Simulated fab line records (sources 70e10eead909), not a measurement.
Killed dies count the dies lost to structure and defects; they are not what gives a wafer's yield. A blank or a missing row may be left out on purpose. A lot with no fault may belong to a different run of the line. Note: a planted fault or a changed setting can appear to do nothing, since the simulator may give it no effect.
Chamber matching / flow nand-harc / NHARC_A_STAIRCASE_STRIP_476 on rie-diel-09: 4 sister chambers
The step strips in O2, time 20 s. 14 wafers are shown with their chamber, then 7 later ones without.

== WAFERS, EACH WITH ITS CHAMBER ==
wafer=L075.2; chamber=1; drypump-motor-current-A (A)=6.8; showerhead-plenum-p-Torr (Torr)=3.51; oes-product-au (a.u.)=0.982
wafer=L075.4; chamber=2; drypump-motor-current-A (A)=5.4; showerhead-plenum-p-Torr (Torr)=3.66; oes-product-au (a.u.)=1.005
wafer=L075.6; chamber=1; drypump-motor-current-A (A)=6.8; showerhead-plenum-p-Torr (Torr)=3.51; oes-product-au (a.u.)=0.988
wafer=L076.3; chamber=0; drypump-motor-current-A (A)=5.8; showerhead-plenum-p-Torr (Torr)=3.32; oes-product-au (a.u.)=0.979
wafer=L076.4; chamber=2; drypump-motor-current-A (A)=5.4; showerhead-plenum-p-Torr (Torr)=3.65; oes-product-au (a.u.)=1.008
wafer=L076.5; chamber=0; drypump-motor-current-A (A)=5.7; showerhead-plenum-p-Torr (Torr)=3.32; oes-product-au (a.u.)=0.977
wafer=L086.2; chamber=0; drypump-motor-current-A (A)=5.8; showerhead-plenum-p-Torr (Torr)=3.31; oes-product-au (a.u.)=0.977
wafer=L086.4; chamber=2; drypump-motor-current-A (A)=5.4; showerhead-plenum-p-Torr (Torr)=3.64; oes-product-au (a.u.)=0.999
wafer=L086.5; chamber=2; drypump-motor-current-A (A)=5.3; showerhead-plenum-p-Torr (Torr)=3.65; oes-product-au (a.u.)=1.012
wafer=L089.1; chamber=1; drypump-motor-current-A (A)=6.8; showerhead-plenum-p-Torr (Torr)=3.49; oes-product-au (a.u.)=0.989
wafer=L089.5; chamber=2; drypump-motor-current-A (A)=5.4; showerhead-plenum-p-Torr (Torr)=3.64; oes-product-au (a.u.)=1.003
wafer=L089.6; chamber=1; drypump-motor-current-A (A)=6.8; showerhead-plenum-p-Torr (Torr)=3.49; oes-product-au (a.u.)=0.986
wafer=L090.1; chamber=3; drypump-motor-current-A (A)=5.3; showerhead-plenum-p-Torr (Torr)=3.60; oes-product-au (a.u.)=1.003
wafer=L090.2; chamber=0; drypump-motor-current-A (A)=5.8; showerhead-plenum-p-Torr (Torr)=3.30; oes-product-au (a.u.)=0.983

SIGNATURES (means of the wafers above)
reading=drypump-motor-current-A; chamber 0=5.775; chamber 1=6.800; chamber 2=5.380; chamber 3=5.300; scatter within a chamber=0.0394
reading=showerhead-plenum-p-Torr; chamber 0=3.3125; chamber 1=3.5000; chamber 2=3.6480; chamber 3=3.6000; scatter within a chamber=0.00977
reading=oes-product-au; chamber 0=0.97900; chamber 1=0.98625; chamber 2=1.00540; chamber 3=1.00300; scatter within a chamber=0.00387
Rule: a wafer lies at a distance from a chamber equal to the root of the sum of squares, over the readings, of (its reading less the chamber's mean, divided by the reading's scatter). If the next closest chamber is less than 2 further off than the closest, the wafer can't be placed; otherwise it belongs to the closest. The scatter: take each reading less its chamber's mean, square it, sum over the shown wafers, divide by the number of wafers less the number of chambers, and take the root.

== WAFERS WITH NO CHAMBER GIVEN ==
wafer=L090.3; drypump-motor-current-A (A)=6.8; showerhead-plenum-p-Torr (Torr)=3.49; oes-product-au (a.u.)=0.990
wafer=L093.2; drypump-motor-current-A (A)=6.8; showerhead-plenum-p-Torr (Torr)=3.49; oes-product-au (a.u.)=0.998
wafer=L093.4; drypump-motor-current-A (A)=5.7; showerhead-plenum-p-Torr (Torr)=3.30; oes-product-au (a.u.)=0.981
wafer=L093.6; drypump-motor-current-A (A)=6.8; showerhead-plenum-p-Torr (Torr)=3.49; oes-product-au (a.u.)=0.997
wafer=L092.1; drypump-motor-current-A (A)=6.8; showerhead-plenum-p-Torr (Torr)=3.49; oes-product-au (a.u.)=0.989
wafer=L092.3; drypump-motor-current-A (A)=5.3; showerhead-plenum-p-Torr (Torr)=3.60; oes-product-au (a.u.)=1.003
wafer=L092.4; drypump-motor-current-A (A)=5.4; showerhead-plenum-p-Torr (Torr)=3.64; oes-product-au (a.u.)=1.017

== EACH ONE'S CHAMBER ==
wafer=L090.3; from the rows above=1; in truth=1
wafer=L093.2; from the rows above=1; in truth=1
wafer=L093.4; from the rows above=0; in truth=0
wafer=L093.6; from the rows above=1; in truth=1
wafer=L092.1; from the rows above=1; in truth=1
wafer=L092.3; from the rows above=3; in truth=3
wafer=L092.4; from the rows above=2; in truth=2
7 of 7 placed correctly. Not placeable from these rows: 0. Wrongly placed: 0.
